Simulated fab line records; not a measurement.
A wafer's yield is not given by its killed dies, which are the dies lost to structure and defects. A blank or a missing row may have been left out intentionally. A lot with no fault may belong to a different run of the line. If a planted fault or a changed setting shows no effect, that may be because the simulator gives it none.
Chamber matching || flow nand_harc || NHARC_A_ZERO_WELL_DESCUM_12 on rie_diel-02: 4 sister chambers
The step chemistry O2, time 3 s. 14 wafers are shown with their chamber, then 7 later ones without.

## WAFERS PAIRED WITH THEIR CHAMBERS
{"wafer": "L743.3", "chamber": 0, "showerhead_plenum_p_Torr (Torr)": 1.96, "drypump_motor_current_A (A)": 6.0, "throttle_valve_pct (%)": 11.306}
{"wafer": "L743.4", "chamber": 2, "showerhead_plenum_p_Torr (Torr)": 1.85, "drypump_motor_current_A (A)": 5.2, "throttle_valve_pct (%)": 11.323}
{"wafer": "L743.5", "chamber": 0, "showerhead_plenum_p_Torr (Torr)": 1.96, "drypump_motor_current_A (A)": 6.0, "throttle_valve_pct (%)": 11.316}
{"wafer": "L744.1", "chamber": 1, "showerhead_plenum_p_Torr (Torr)": 2.02, "drypump_motor_current_A (A)": 6.9, "throttle_valve_pct (%)": 11.310}
{"wafer": "L744.5", "chamber": 2, "showerhead_plenum_p_Torr (Torr)": 1.85, "drypump_motor_current_A (A)": 5.2, "throttle_valve_pct (%)": 11.304}
{"wafer": "L744.6", "chamber": 1, "showerhead_plenum_p_Torr (Torr)": 2.02, "drypump_motor_current_A (A)": 6.8, "throttle_valve_pct (%)": 11.291}
{"wafer": "L751.1", "chamber": 1, "showerhead_plenum_p_Torr (Torr)": 2.02, "drypump_motor_current_A (A)": 6.8, "throttle_valve_pct (%)": 11.300}
{"wafer": "L751.2", "chamber": 0, "showerhead_plenum_p_Torr (Torr)": 1.96, "drypump_motor_current_A (A)": 6.0, "throttle_valve_pct (%)": 11.316}
{"wafer": "L751.4", "chamber": 2, "showerhead_plenum_p_Torr (Torr)": 1.85, "drypump_motor_current_A (A)": 5.2, "throttle_valve_pct (%)": 11.314}
{"wafer": "L755.1", "chamber": 0, "showerhead_plenum_p_Torr (Torr)": 1.96, "drypump_motor_current_A (A)": 6.0, "throttle_valve_pct (%)": 11.305}
{"wafer": "L755.3", "chamber": 3, "showerhead_plenum_p_Torr (Torr)": 1.80, "drypump_motor_current_A (A)": 5.6, "throttle_valve_pct (%)": 11.302}
{"wafer": "L755.6", "chamber": 0, "showerhead_plenum_p_Torr (Torr)": 1.96, "drypump_motor_current_A (A)": 6.0, "throttle_valve_pct (%)": 11.316}
{"wafer": "L756.1", "chamber": 2, "showerhead_plenum_p_Torr (Torr)": 1.84, "drypump_motor_current_A (A)": 5.2, "throttle_valve_pct (%)": 11.317}
{"wafer": "L756.2", "chamber": 1, "showerhead_plenum_p_Torr (Torr)": 2.02, "drypump_motor_current_A (A)": 6.8, "throttle_valve_pct (%)": 11.305}

SIGNATURES, as means of the wafers listed above
{"reading": "showerhead_plenum_p_Torr", "chamber 0": 1.9600, "chamber 1": 2.0200, "chamber 2": 1.8475, "chamber 3": 1.8000, "scatter within a chamber": 0.00274}
{"reading": "drypump_motor_current_A", "chamber 0": 6.000, "chamber 1": 6.825, "chamber 2": 5.200, "chamber 3": 5.600, "scatter within a chamber": 0.0274}
{"reading": "throttle_valve_pct", "chamber 0": 11.31180, "chamber 1": 11.30150, "chamber 2": 11.31450, "chamber 3": 11.30200, "scatter within a chamber": 0.0072}
Rule: a wafer's distance from a chamber is the root of the sum, over the readings, of the square of ((its reading less the chamber's mean) divided by the reading's scatter). If the next closest chamber is less than 2 further off than the closest, the wafer can't be placed; otherwise it belongs to the closest. The scatter is the square root of a quotient: the sum, over the shown wafers, of each reading's squared deviation from its chamber's mean, divided by wafers minus chambers.

## WAFERS WITH NO CHAMBER GIVEN
{"wafer": "L756.3", "showerhead_plenum_p_Torr (Torr)": 1.80, "drypump_motor_current_A (A)": 5.6, "throttle_valve_pct (%)": 11.303}
{"wafer": "L758.1", "showerhead_plenum_p_Torr (Torr)": 1.84, "drypump_motor_current_A (A)": 5.2, "throttle_valve_pct (%)": 11.305}
{"wafer": "L758.4", "showerhead_plenum_p_Torr (Torr)": 1.96, "drypump_motor_current_A (A)": 6.0, "throttle_valve_pct (%)": 11.308}
{"wafer": "L758.6", "showerhead_plenum_p_Torr (Torr)": 1.80, "drypump_motor_current_A (A)": 5.6, "throttle_valve_pct (%)": 11.322}
{"wafer": "L761.1", "showerhead_plenum_p_Torr (Torr)": 2.01, "drypump_motor_current_A (A)": 6.8, "throttle_valve_pct (%)": 11.309}
{"wafer": "L761.4", "showerhead_plenum_p_Torr (Torr)": 1.80, "drypump_motor_current_A (A)": 5.6, "throttle_valve_pct (%)": 11.316}
{"wafer": "L761.5", "showerhead_plenum_p_Torr (Torr)": 2.01, "drypump_motor_current_A (A)": 6.8, "throttle_valve_pct (%)": 11.312}

## EACH ONE'S CHAMBER
{"wafer": "L756.3", "from the rows above": 3, "in truth": 3}
{"wafer": "L758.1", "from the rows above": 2, "in truth": 2}
{"wafer": "L758.4", "from the rows above": 0, "in truth": 0}
{"wafer": "L758.6", "from the rows above": 3, "in truth": 3}
{"wafer": "L761.1", "from the rows above": 1, "in truth": 1}
{"wafer": "L761.4", "from the rows above": 3, "in truth": 3}
{"wafer": "L761.5", "from the rows above": 1, "in truth": 1}
7 of 7 placed correctly. Number that these rows cannot place: 0. Wrongly placed: 0.
